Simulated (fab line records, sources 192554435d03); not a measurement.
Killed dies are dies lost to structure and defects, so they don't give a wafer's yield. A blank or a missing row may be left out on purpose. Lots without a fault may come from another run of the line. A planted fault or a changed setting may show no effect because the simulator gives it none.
Chamber matching | flow n5_finfet | N5_DUMMY_GATE_HM_OPEN_21 on rie_diel-06: 4 sister chambers
The step chemistry CH3F/O2, target SiNx, target depth 120 nm, time 171.4 s. 4 wafers are shown with their chamber, then 7 later ones without.

WAFERS WITH THEIR CHAMBER
wafer  | chamber | showerhead_plenum_p_Torr (Torr)
L087.1 | 1       | 2.11
L087.2 | 3       | 2.08
L089.1 | 0       | 2.03
L089.2 | 2       | 2.02

WAFERS WITHOUT THEIR CHAMBER
wafer  | showerhead_plenum_p_Torr (Torr)
L089.4 | 2.08
L090.3 | 2.08
L090.4 | 2.03
L090.6 | 2.03
L093.2 | 2.11
L093.3 | 2.03
L093.6 | 2.01

WHICH CHAMBER EACH WENT THROUGH
wafer  | from the rows above | in truth
L089.4 | 3                   | 3
L090.3 | 3                   | 3
L090.4 | 0                   | 0
L090.6 | 0                   | 0
L093.2 | 1                   | 1
L093.3 | 0                   | 0
L093.6 | 2                   | 2
Placed correctly: 7 of 7. Can't be placed from these rows: 0. Placed wrongly: 0.
How it was worked out, from the rows above alone: a wafer's distance from a chamber is the root of the sum, over the readings, of the square of ((its reading less the chamber's mean) divided by the reading's scatter). The wafer belongs to the nearest chamber; if the next one is less than 2 further off, it can't be placed. A chamber's mean is the mean of its shown wafers. The scatter: with one shown wafer a chamber, the root of the mean of the squares of how far each hidden wafer lies from its nearest shown one.
